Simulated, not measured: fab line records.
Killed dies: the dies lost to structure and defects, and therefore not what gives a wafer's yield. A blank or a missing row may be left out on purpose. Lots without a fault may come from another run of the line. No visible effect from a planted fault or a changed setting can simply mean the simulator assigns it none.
fab line records | flow n5Finfet
record: lots: 6 | wafers: 17 | lastDay: 15
route steps=1938 shown BEOL_M11@1567
lots that met no fault: from a run of the same line without faults
startH: start of the lot's first displayed wafer, in hours after the record's first day | waitH: hours since the lot's step before | " repeats the value in the row above | L1.1+2: a row that stands for several wafers | - either no value or no given start | * or withheld: withheld | < > ~ a bound
route shown NAME@n: names a module that has steps shown in the file, with the first one's number in the route | usual: mean and standard deviation over wafers with no fault | same: alike in all rows | chamber/n: place in a boat | sites: per-site readings | _std_site: standard deviation across them | _edge_site: outer sites' mean less inner sites' | radiusMm: for every site, how far away it sits from the centre of the wafer | mask NAME#n: copy n | behind: the tool/chamber that last shaped the wafer | hold: why the lot was held/for how many hours/how that ended | device: the transistor (n, p or np) that didn't switch | end of line: tests run on the same wafers once the route is complete | for a step that has no rows: nothing shown but its recipe | killed: not the wafer's yield, but the dies lost to structure and defects at the first sort | map: per-die view of a wafer (x killed, . not killed, _ where there is no die)
set.NAME: the setting as run; set.NAME@STEP: as run at that earlier step | model.NAME: the simulator's own value behind a step, which no gauge read
lots seen at some steps along the route; tables by step, rows by wafer
services: the hour from which a tool's chamber was out of use, counted from the record's first day as startH (under 0 if before that day), plus the number of hours and why
== steps ==
step: N5_BEOL_M11_DEVELOP_27
recipe: developTimeS: 30 | developer: TMAH | resist: CAR-ArF | rinseLiquid: diw | dry: airSpin | devTempC: 23
step: N5_BEOL_M11_CD_MEAS_28
recipe: targetCdNm: 70 | landingEnergyEv: 500 | detector: seInlens | polarity: opening
usual: cdNm: 69.9/1.3
lot.wafer | tool     | chamber | startH | waitH | cdNm
L119.1    | cdSem-01 | 0       | 213.62 | -     | 70.9
L119.5    | "        | 0       | "      | "     | 71.4
L119.6    | "        | 0       | "      | "     | 69.4
L121.1    | cdSem-02 | 0       | 220.78 | -     | 70.4
L121.3    | "        | 0       | "      | "     | 70.6
L121.4    | "        | 0       | "      | "     | 71.1
L128.1    | cdSem-01 | 0       | 264.56 | -     | 69.8
L128.3    | "        | 0       | "      | "     | 69.1
L130.1    | cdSem-02 | 0       | 277.93 | -     | 71.1
L130.4    | "        | 0       | "      | "     | 70.1
L130.5    | "        | 0       | "      | "     | 72.2
L135.2    | cdSem-03 | 0       | 299.93 | -     | 68.1
L135.3    | "        | 0       | "      | "     | 68.6
L135.5    | "        | 0       | "      | "     | 69.9
L139.1    | cdSem-01 | 0       | 322.22 | -     | 71.5
L139.4    | "        | 0       | "      | "     | 71.0
L139.6    | "        | 0       | "      | "     | 70.6
step: N5_BEOL_M11_OVL_MEAS_29
recipe: pointsPerWafer: 44
usual: V10_OVL: -0.4/0.82
lot.wafer | tool       | chamber | startH | waitH | V10_OVL[nm]
L119.1    | overlay-01 | 0       | 213.65 | 0.0   | 1.7
L119.5    | "          | 0       | "      | "     | 1.7
L119.6    | "          | 0       | "      | "     | -0.8
L121.1    | overlay-01 | 0       | 220.81 | 0.0   | -1.8
L121.3    | "          | 0       | "      | "     | -0.5
L121.4    | "          | 0       | "      | "     | 0.5
L128.1    | overlay-02 | 0       | 264.59 | 0.0   | -1.4
L128.3    | "          | 0       | "      | "     | -1.6
L130.1    | overlay-01 | 0       | 277.96 | 0.0   | -0.6
L130.4    | "          | 0       | "      | "     | -1.0
L130.5    | "          | 0       | "      | "     | -1.4
L135.2    | overlay-01 | 0       | 299.96 | 0.0   | 0.1
L135.3    | "          | 0       | "      | "     | -0.6
L135.5    | "          | 0       | "      | "     | -1.5
L139.1    | overlay-02 | 0       | 322.25 | 0.0   | -1.1
L139.4    | "          | 0       | "      | "     | -0.2
L139.6    | "          | 0       | "      | "     | 0.7
step: N5_BEOL_M11_INSPECT_30
recipe: mode: adi | inspectInstrument: brightfield
usual: rawDefectCount: 434/100
lot.wafer | tool             | chamber | startH | waitH | rawDefectCount
L119.1    | defectInspect-02 | -       | 213.68 | 0.0   | 376
L119.5    | "                | -       | "      | "     | 518
L119.6    | "                | -       | "      | "     | 536
L121.1    | defectInspect-01 | -       | 220.83 | 0.0   | 431
L121.3    | "                | -       | "      | "     | 464
L121.4    | "                | -       | "      | "     | 440
L128.1    | defectInspect-02 | -       | 264.61 | 0.0   | 470
L128.3    | "                | -       | "      | "     | 545
L130.1    | defectInspect-01 | -       | 277.99 | 0.0   | 480
L130.4    | "                | -       | "      | "     | 459
L130.5    | "                | -       | "      | "     | 513
L135.2    | defectInspect-01 | -       | 299.98 | 0.0   | 454
L135.3    | "                | -       | "      | "     | 294
L135.5    | "                | -       | "      | "     | 464
L139.1    | defectInspect-02 | -       | 322.27 | 0.0   | 391
L139.4    | "                | -       | "      | "     | 420
L139.6    | "                | -       | "      | "     | 416
step: N5_BEOL_M11_DESCUM_33
recipe: chemistry: O2 | timeS: 7.9 | sourcePowerW: 50 | biasPowerW: 20 | pressureMtorr: 20 | rfFrequencyHz: 2.712e+07 | tempC: 40 | resist: CAR-ArF | o2FlowSccm: 225
step: N5_BEOL_M11_ETCH_65
recipe: chemistry: CF4 | target: SiARC | targetDepthA: 390 | maskMaterial: CAR-ArF | timeS: 65 | ionEnergyEv: 80 | pressureMtorr: 40 | sourceW: 545 | biasW: 36 | Ar_flow_sccm: 100 | cf4FlowSccm: 100 | ends: cleared
usual: chamberPressureMTorr: 40.00/0.038 | drypumpMotorCurrentA: 5.7/0.57 | etchRfOnTimeS: 64.4/1.4 | oesProductAu: 0.68/0.076 | rfVppV: 183.9/1.4 | showerheadPlenumPTorr: 2.13/0.083 | throttleValvePct: 15.53/0.21
lot.wafer | tool       | chamber | startH | waitH | chamberPressureMTorr | drypumpMotorCurrentA | etchRfOnTimeS | oesProductAu | rfHoursCounterH | rfVppV | showerheadPlenumPTorr | throttleValvePct
L119.1    | rieDiel-05 | 2       | 213.97 | 0.0   | 40.06                | 6.7                  | 63.6          | 0.70         | 112             | 185.7  | 2.23                  | 15.15
L119.5    | "          | 2       | "      | "     | 40.01                | 6.8                  | 64.1          | 0.69         | -               | 185.6  | 2.23                  | 15.16
L119.6    | "          | 1       | "      | "     | 40.03                | 6.1                  | 66.3          | 0.70         | -               | 186.6  | 2.25                  | 15.39
L121.1    | rieDiel-01 | 0       | 220.90 | 0.0   | 40.02                | 4.9                  | 63.6          | 0.73         | 72              | 184.4  | 2.16                  | 15.55
L121.3    | "          | 1       | "      | "     | 40.05                | 5.8                  | 62.2          | 0.73         | 53              | 184.4  | 2.17                  | 15.59
L121.4    | "          | 1       | "      | "     | 39.97                | 5.8                  | 62.5          | 0.74         | -               | 183.3  | 2.17                  | 15.57
L128.1    | rieDiel-01 | 0       | 264.77 | 0.0   | 40.05                | 4.9                  | 63.7          | 0.72         | 87              | 184.2  | 2.15                  | 15.60
L128.3    | "          | 3       | "      | "     | 39.96                | 5.4                  | 65.6          | 0.58         | 229             | 183.6  | 2.04                  | 15.70
L130.1    | rieDiel-01 | 3       | 278.55 | 0.0   | 39.98                | 5.4                  | 66.1          | 0.58         | 234             | 182.4  | 2.04                  | 15.71
L130.4    | "          | 0       | "      | "     | 39.99                | 4.9                  | 64.0          | 0.72         | 92              | 183.8  | 2.15                  | 15.61
L130.5    | "          | 1       | "      | "     | 40.03                | 5.8                  | 62.7          | 0.71         | -               | 184.7  | 2.16                  | 15.63
L135.2    | rieDiel-05 | 2       | 300.41 | 0.0   | 39.91                | 6.7                  | 63.1          | 0.68         | 139             | 185.1  | 2.22                  | 15.22
L135.3    | "          | 3       | "      | "     | 39.95                | 5.7                  | 65.4          | 0.58         | 248             | 184.4  | 2.19                  | 15.47
L135.5    | "          | 1       | "      | "     | 40.00                | 6.1                  | 64.7          | 0.68         | -               | 185.7  | 2.24                  | 15.44
L139.1    | rieDiel-05 | 2       | 322.34 | 0.0   | 39.98                | 6.7                  | 62.8          | 0.67         | 147             | 185.5  | 2.21                  | 15.21
L139.4    | "          | 2       | "      | "     | 39.98                | 6.7                  | 62.9          | 0.67         | -               | 185.7  | 2.21                  | 15.23
L139.6    | "          | 1       | "      | "     | 40.08                | 6.1                  | 65.3          | 0.68         | -               | 185.1  | 2.24                  | 15.46
step: N5_BEOL_M11_ETCH_66
recipe: chemistry: N2/H2 | target: SOC | targetDepthA: 1200 | overetchA: 240 | maskMaterial: SiARC | tempC: 40 | timeS: 180 | ionEnergyEv: 200 | pressureMtorr: 30 | sourceW: 840 | biasW: 150 | n2FlowSccm: 200 | h2FlowSccm: 200
usual: chamberPressureMTorr: 29.998/0.027 | drypumpMotorCurrentA: 5.7/0.57 | oesProductAu: 0.64/0.069 | rfVppV: 524/3.2 | showerheadPlenumPTorr: 2.54/0.11 | throttleValvePct: 17.76/0.25
lot.wafer | tool       | chamber | startH | waitH | chamberPressureMTorr | drypumpMotorCurrentA | oesProductAu | rfHoursCounterH | rfVppV | showerheadPlenumPTorr | throttleValvePct
L119.1    | rieDiel-05 | 2       | 214.02 | 0.0   | 30.012               | 6.7                  | 0.64         | 112             | 527    | 2.67                  | 17.46
L119.5    | "          | 2       | "      | "     | 29.997               | 6.7                  | 0.64         | -               | 528    | 2.67                  | 17.47
L119.6    | "          | 1       | "      | "     | 29.991               | 6.1                  | 0.67         | -               | 528    | 2.70                  | 17.61
L121.1    | rieDiel-01 | 0       | 220.95 | 0.0   | 30.000               | 4.9                  | 0.69         | 72              | 524    | 2.59                  | 18.04
L121.3    | "          | 1       | "      | "     | 30.024               | 5.8                  | 0.68         | 54              | 524    | 2.58                  | 17.75
L121.4    | "          | 1       | "      | "     | 30.028               | 5.8                  | 0.68         | -               | 525    | 2.58                  | 17.76
L128.1    | rieDiel-01 | 0       | 264.82 | 0.0   | 30.004               | 4.9                  | 0.67         | 87              | 525    | 2.58                  | 18.05
L128.3    | "          | 3       | "      | "     | 30.070               | 5.4                  | 0.56         | 229             | 521    | 2.42                  | 17.93
L130.1    | rieDiel-01 | 3       | 278.60 | 0.0   | 29.984               | 5.4                  | 0.55         | 234             | 519    | 2.42                  | 17.96
L130.4    | "          | 0       | "      | "     | 30.002               | 4.9                  | 0.67         | 92              | 526    | 2.58                  | 18.08
L130.5    | "          | 1       | "      | "     | 30.011               | 5.8                  | 0.66         | -               | 525    | 2.57                  | 17.79
L135.2    | rieDiel-05 | 2       | 300.46 | 0.0   | 29.974               | 6.8                  | 0.63         | 139             | 528    | 2.66                  | 17.51
L135.3    | "          | 3       | "      | "     | 30.004               | 5.8                  | 0.56         | 248             | 526    | 2.59                  | 17.48
L135.5    | "          | 1       | "      | "     | 29.997               | 6.1                  | 0.65         | -               | 526    | 2.68                  | 17.64
L139.1    | rieDiel-05 | 2       | 322.39 | 0.0   | 30.028               | 6.7                  | 0.63         | 147             | 529    | 2.65                  | 17.53
L139.4    | "          | 2       | "      | "     | 29.981               | 6.8                  | 0.62         | -               | 527    | 2.65                  | 17.53
L139.6    | "          | 1       | "      | "     | 30.050               | 6.1                  | 0.64         | -               | 527    | 2.68                  | 17.68
step: N5_BEOL_M11_STRIP_69
recipe: chemistry: N2/H2 | tempC: 40 | n2FlowSccm: 200 | h2FlowSccm: 200 | rfFrequencyHz: 6e+07
step: N5_BEOL_M11_VIA_ETCH_34
recipe: chemistry: C4F6/O2 | target: SiCOH_lowk | targetDepthA: 1845 | maskMaterial: SOC | taperDeg: 4 | timeS: 69.2 | ionEnergyEv: 250 | pressureMtorr: 30 | sourceW: 345 | biasW: 185 | Ar_flow_sccm: 300 | C4F6_flow_sccm: 10 | O2_flow_sccm: 10
usual: C4F6_flow_sccm: 10.006/0.029 | chamberPressureMTorr: 30.00/0.032 | drypumpMotorCurrentA: 5.7/0.57 | oesProductAu: 0.79/0.088 | rfVppV: 661/14 | showerheadPlenumPTorr: 2.83/0.11 | throttleValvePct: 20.78/0.25
lot.wafer | tool       | chamber | startH | waitH | C4F6_flow_sccm | chamberPressureMTorr | drypumpMotorCurrentA | oesProductAu | rfHoursCounterH | rfVppV | showerheadPlenumPTorr | throttleValvePct
L119.1    | rieDiel-05 | 2       | 214.15 | 0.0   | 10.011         | 29.96                | 6.7                  | 0.82         | 112             | 665    | 2.95                  | 20.31
L119.5    | "          | 2       | "      | "     | 10.046         | 29.99                | 6.8                  | 0.81         | -               | 664    | 2.95                  | 20.30
L119.6    | "          | 1       | "      | "     | 9.991          | 29.99                | 6.1                  | 0.83         | -               | 662    | 2.98                  | 20.59
L121.1    | rieDiel-01 | 0       | 221.08 | 0.0   | 10.048         | 29.99                | 4.9                  | 0.85         | 72              | 641    | 2.86                  | 20.88
L121.3    | "          | 1       | "      | "     | 10.010         | 30.00                | 5.8                  | 0.85         | 54              | 676    | 2.89                  | 20.94
L121.4    | "          | 1       | "      | "     | 10.023         | 30.06                | 5.8                  | 0.84         | -               | 674    | 2.89                  | 20.93
L128.1    | rieDiel-01 | 0       | 264.95 | 0.0   | 9.957          | 29.96                | 4.9                  | 0.83         | 87              | 641    | 2.86                  | 20.91
L128.3    | "          | 3       | "      | "     | 9.983          | 30.04                | 5.3                  | 0.68         | 229             | 651    | 2.71                  | 20.96
L130.1    | rieDiel-01 | 3       | 278.72 | 0.0   | 10.015         | 29.99                | 5.3                  | 0.67         | 234             | 650    | 2.71                  | 20.96
L130.4    | "          | 0       | "      | "     | 10.021         | 30.02                | 4.9                  | 0.84         | 92              | 642    | 2.86                  | 20.93
L130.5    | "          | 1       | "      | "     | 10.039         | 30.03                | 5.8                  | 0.82         | -               | 673    | 2.88                  | 20.97
L135.2    | rieDiel-05 | 2       | 300.58 | 0.0   | 10.002         | 29.98                | 6.8                  | 0.79         | 139             | 663    | 2.94                  | 20.36
L135.3    | "          | 3       | "      | "     | 9.981          | 30.01                | 5.8                  | 0.68         | 248             | 680    | 2.91                  | 20.65
L135.5    | "          | 1       | "      | "     | 9.993          | 29.98                | 6.1                  | 0.80         | -               | 661    | 2.97                  | 20.62
L139.1    | rieDiel-05 | 2       | 322.51 | 0.0   | 9.989          | 29.99                | 6.8                  | 0.77         | 148             | 664    | 2.93                  | 20.37
L139.4    | "          | 2       | "      | "     | 9.994          | 30.05                | 6.7                  | 0.77         | -               | 663    | 2.93                  | 20.36
L139.6    | "          | 1       | "      | "     | 10.025         | 30.01                | 6.1                  | 0.78         | -               | 660    | 2.96                  | 20.63
step: N5_BEOL_M11_STRIP_73
recipe: chemistry: C4F6/O2 | resist: SiARC | rfFrequencyHz: 6e+07
step: N5_BEOL_M11_STRIP_36
recipe: chemistry: N2/H2 | powerW: 450 | tempC: 40 | pressureMtorr: 20 | rfFrequencyHz: 6e+07 | overashFraction: 0.3 | biasPowerW: 7 | h2Frac: 0.5 | n2FlowSccm: 200 | h2FlowSccm: 200
usual: chamberPressureMTorr: 20.00/0.04 | drypumpMotorCurrentA: 5.7/0.57 | oesProductAu: 0.79/0.09 | rfVppV: 59.0/1.8 | showerheadPlenumPTorr: 2.53/0.11 | throttleValvePct: 23.6/0.38
lot.wafer | tool       | chamber | startH | waitH | chamberPressureMTorr | drypumpMotorCurrentA | oesProductAu | rfHoursCounterH | rfVppV | showerheadPlenumPTorr | throttleValvePct
L119.1    | rieDiel-05 | 2       | 214.21 | 0.0   | 20.05                | 6.7                  | 0.80         | 112             | 58.9   | 2.66                  | 23.3
L119.5    | "          | 2       | "      | "     | 20.03                | 6.7                  | 0.79         | -               | 58.4   | 2.67                  | 23.3
L119.6    | "          | 1       | "      | "     | 19.97                | 6.1                  | 0.83         | -               | 56.8   | 2.69                  | 23.4
L121.1    | rieDiel-01 | 0       | 221.14 | 0.0   | 19.98                | 4.9                  | 0.84         | 72              | 60.0   | 2.59                  | 24.1
L121.3    | "          | 1       | "      | "     | 19.97                | 5.8                  | 0.83         | 54              | 59.1   | 2.57                  | 23.5
L121.4    | "          | 1       | "      | "     | 20.08                | 5.9                  | 0.83         | -               | 60.0   | 2.57                  | 23.5
L128.1    | rieDiel-01 | 0       | 265.01 | 0.0   | 20.05                | 4.9                  | 0.84         | 87              | 59.5   | 2.58                  | 24.1
L128.3    | "          | 3       | "      | "     | 20.01                | 5.4                  | 0.67         | 229             | 59.1   | 2.42                  | 23.8
L130.1    | rieDiel-01 | 3       | 278.79 | 0.0   | 20.05                | 5.4                  | 0.68         | 234             | 61.2   | 2.42                  | 23.8
L130.4    | "          | 0       | "      | "     | 20.02                | 4.9                  | 0.84         | 92              | 56.1   | 2.58                  | 24.1
L130.5    | "          | 1       | "      | "     | 20.02                | 5.8                  | 0.81         | -               | 59.3   | 2.56                  | 23.5
L135.2    | rieDiel-05 | 2       | 300.64 | 0.0   | 20.01                | 6.8                  | 0.78         | 139             | 58.0   | 2.65                  | 23.3
L135.3    | "          | 3       | "      | "     | 19.92                | 5.8                  | 0.67         | 248             | 57.0   | 2.59                  | 23.0
L135.5    | "          | 1       | "      | "     | 20.01                | 6.1                  | 0.78         | -               | 54.2   | 2.68                  | 23.4
L139.1    | rieDiel-05 | 2       | 322.58 | 0.0   | 20.05                | 6.7                  | 0.76         | 148             | 60.8   | 2.65                  | 23.3
L139.4    | "          | 2       | "      | "     | 20.04                | 6.7                  | 0.77         | -               | 58.9   | 2.65                  | 23.3
L139.6    | "          | 1       | "      | "     | 19.97                | 6.1                  | 0.78         | -               | 57.0   | 2.68                  | 23.4
step: N5_BEOL_M11_TRENCH_ETCH_37
recipe: chemistry: C4F6/O2 | targetDepthA: 1488.3 | target: SiCOH_lowk | timeS: 48 | ionEnergyEv: 250 | pressureMtorr: 30 | sourceW: 345 | biasW: 185 | Ar_flow_sccm: 300 | C4F6_flow_sccm: 10 | O2_flow_sccm: 10
usual: C4F6_flow_sccm: 10.004/0.03 | chamberPressureMTorr: 30.000/0.029 | drypumpMotorCurrentA: 5.7/0.57 | oesProductAu: 0.79/0.089 | rfVppV: 661/14 | showerheadPlenumPTorr: 2.83/0.11 | throttleValvePct: 20.81/0.25
lot.wafer | tool       | chamber | startH | waitH | C4F6_flow_sccm | chamberPressureMTorr | drypumpMotorCurrentA | oesProductAu | rfHoursCounterH | rfVppV | showerheadPlenumPTorr | throttleValvePct
L119.1    | rieDiel-05 | 2       | -      | -     | 10.016         | 30.022               | 6.7                  | 0.80         | 112             | 663    | 2.95                  | 20.35
L119.5    | "          | 2       | "      | "     | 10.020         | 29.952               | 6.7                  | 0.81         | -               | 665    | 2.95                  | 20.32
L119.6    | "          | 1       | "      | "     | 10.026         | 29.965               | 6.1                  | 0.82         | -               | 663    | 2.98                  | 20.59
L121.1    | rieDiel-01 | 0       | -      | -     | 9.984          | 29.942               | 4.9                  | 0.85         | 72              | 643    | 2.86                  | 20.90
L121.3    | "          | 1       | "      | "     | 10.023         | 29.924               | 5.8                  | 0.85         | 54              | 675    | 2.89                  | 20.97
L121.4    | "          | 1       | "      | "     | 9.977          | 29.992               | 5.8                  | 0.84         | -               | 675    | 2.89                  | 20.97
L128.1    | rieDiel-01 | 0       | -      | -     | 9.994          | 29.975               | 4.9                  | 0.83         | 87              | 641    | 2.86                  | 20.94
L128.3    | "          | 3       | "      | "     | 10.006         | 30.002               | 5.3                  | 0.68         | 229             | 650    | 2.71                  | 20.98
L130.1    | rieDiel-01 | 3       | -      | -     | 10.021         | 29.987               | 5.4                  | 0.68         | 234             | 651    | 2.71                  | 21.00
L130.4    | "          | 0       | "      | "     | 10.008         | 29.969               | 4.9                  | 0.83         | 92              | 642    | 2.85                  | 20.93
L130.5    | "          | 1       | "      | "     | 10.016         | 30.006               | 5.8                  | 0.83         | -               | 676    | 2.88                  | 21.00
L135.2    | rieDiel-05 | 2       | -      | -     | 9.981          | 30.016               | 6.8                  | 0.78         | 139             | 663    | 2.94                  | 20.38
L135.3    | "          | 3       | "      | "     | 9.986          | 29.964               | 5.8                  | 0.68         | 248             | 679    | 2.91                  | 20.68
L135.5    | "          | 1       | "      | "     | 10.016         | 30.003               | 6.1                  | 0.80         | -               | 661    | 2.97                  | 20.66
L139.1    | rieDiel-05 | 2       | -      | -     | 9.990          | 29.994               | 6.8                  | 0.76         | 148             | 665    | 2.93                  | 20.39
L139.4    | "          | 2       | "      | "     | 10.037         | 30.005               | 6.7                  | 0.76         | -               | 664    | 2.93                  | 20.38
L139.6    | "          | 1       | "      | "     | 10.036         | 29.979               | 6.1                  | 0.78         | -               | 661    | 2.96                  | 20.66
step: N5_BEOL_M11_ETCH_41
recipe: chemistry: CH3F/O2 | target: SiCN | targetDepthA: 426 | taperDeg: 2 | timeS: 86 | ionEnergyEv: 120 | maskMaterial: TiN | pressureMtorr: 30 | sourceW: 395 | biasW: 75 | Ar_flow_sccm: 150 | CH3F_flow_sccm: 30 | O2_flow_sccm: 20
usual: chamberPressureMTorr: 29.999/0.027 | drypumpMotorCurrentA: 5.7/0.57 | oesProductAu: 0.79/0.088 | rfVppV: 297.1/1.9 | showerheadPlenumPTorr: 1.99/0.08 | throttleValvePct: 16.22/0.22
lot.wafer | tool       | chamber | startH | waitH | chamberPressureMTorr | drypumpMotorCurrentA | oesProductAu | rfHoursCounterH | rfVppV | showerheadPlenumPTorr | throttleValvePct | model.etch.depthNm
L119.1    | rieDiel-05 | 2       | 214.29 | -     | 29.964               | 6.7                  | 0.81         | 112             | 299.6  | 2.08                  | 15.82            | 33.27
L119.5    | "          | 2       | "      | "     | 29.985               | 6.7                  | 0.81         | -               | 297.9  | 2.08                  | 15.83            | 33.22
L119.6    | "          | 1       | "      | "     | 30.008               | 6.1                  | 0.83         | -               | 299.5  | 2.10                  | 16.02            | 32.79
L121.1    | rieDiel-01 | 0       | 221.22 | -     | 30.009               | 4.9                  | 0.86         | 72              | 297.9  | 2.02                  | 16.30            | 32.96
L121.3    | "          | 1       | "      | "     | 29.962               | 5.8                  | 0.86         | 54              | 298.9  | 2.03                  | 16.34            | 33.18
L121.4    | "          | 1       | "      | "     | 30.030               | 5.7                  | 0.85         | -               | 297.7  | 2.03                  | 16.33            | 33.04
L128.1    | rieDiel-01 | 0       | 265.09 | -     | 30.011               | 4.9                  | 0.74         | 87              | 298.8  | 2.01                  | 16.33            | 26.69
L128.3    | "          | 3       | "      | "     | 30.018               | 5.3                  | 0.67         | 229             | 295.1  | 1.90                  | 16.42            | 31.34
L130.1    | rieDiel-01 | 3       | 278.87 | -     | 29.964               | 5.4                  | 0.60         | 234             | 296.1  | 1.90                  | 16.43            | 26.53
L130.4    | "          | 0       | "      | "     | 30.036               | 4.9                  | 0.84         | 92              | 299.0  | 2.01                  | 16.34            | 33.22
L130.5    | "          | 1       | "      | "     | 29.954               | 5.8                  | 0.84         | -               | 296.7  | 2.02                  | 16.35            | 33.55
L135.2    | rieDiel-05 | 2       | 300.73 | -     | 29.975               | 6.7                  | 0.78         | 139             | 299.5  | 2.07                  | 15.89            | 32.84
L135.3    | "          | 3       | "      | "     | 30.001               | 5.8                  | 0.68         | 248             | 296.7  | 2.05                  | 16.19            | 32.1
L135.5    | "          | 1       | "      | "     | 30.011               | 6.1                  | 0.79         | -               | 299.0  | 2.09                  | 16.08            | 32.17
L139.1    | rieDiel-05 | 2       | 322.66 | -     | 29.970               | 6.7                  | 0.78         | 148             | 299.0  | 2.07                  | 15.91            | 33.35
L139.4    | "          | 2       | "      | "     | 30.010               | 6.8                  | 0.76         | -               | 299.4  | 2.07                  | 15.90            | 32.71
L139.6    | "          | 1       | "      | "     | 29.983               | 6.1                  | 0.79         | -               | 300.4  | 2.08                  | 16.09            | 32.06
step: N5_BEOL_M11_STRIP_77
recipe: chemistry: N2/H2 | timeS: 10 | powerW: 450 | tempC: 40 | pressureMtorr: 20 | rfFrequencyHz: 6e+07 | biasPowerW: 7 | n2FlowSccm: 200 | h2FlowSccm: 200
== services ==
tool       | chamber | startH | hours | kind
rieDiel-01 | -       | 191.85 | 2.8   | pm
rieDiel-01 | 3       | 211.88 | 14.8  | repair
rieDiel-01 | 2       | 230.42 | -     | clean
rieDiel-01 | 2       | 230.42 | -     | consumableReplace:focusRing
rieDiel-01 | 2       | 230.42 | 13.2  | scheduledDown
rieDiel-01 | 2       | 230.42 | 13.2  | ventCycle
rieDiel-05 | 3       | 288.80 | 4.2   | repair
rieDiel-05 | 3       | 307.51 | -     | clean
rieDiel-05 | 3       | 307.51 | -     | consumableReplace:focusRing
rieDiel-05 | 3       | 307.51 | 17.0  | scheduledDown
rieDiel-05 | 3       | 307.51 | 17.0  | ventCycle
== key ==
firstSign none at tools or gauges
modelEffect: step: N5_BEOL_M11_ETCH_41 | value: etch.depthNm | without: 32.26 | struck: 26.61
metAt N5_BEOL_M11_ETCH_41
struckWafers L128.1,L130.1
onsetBetween 221.22 265.09
fault: kind: processParameterDrift | tool: rieDiel-01 | chamber: - | onsetH: 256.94 | steps: N5_BEOL_M11_ETCH_41 | channel: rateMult | offset: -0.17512 | shape: step | endH: 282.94 | scope: struckWafersOnly
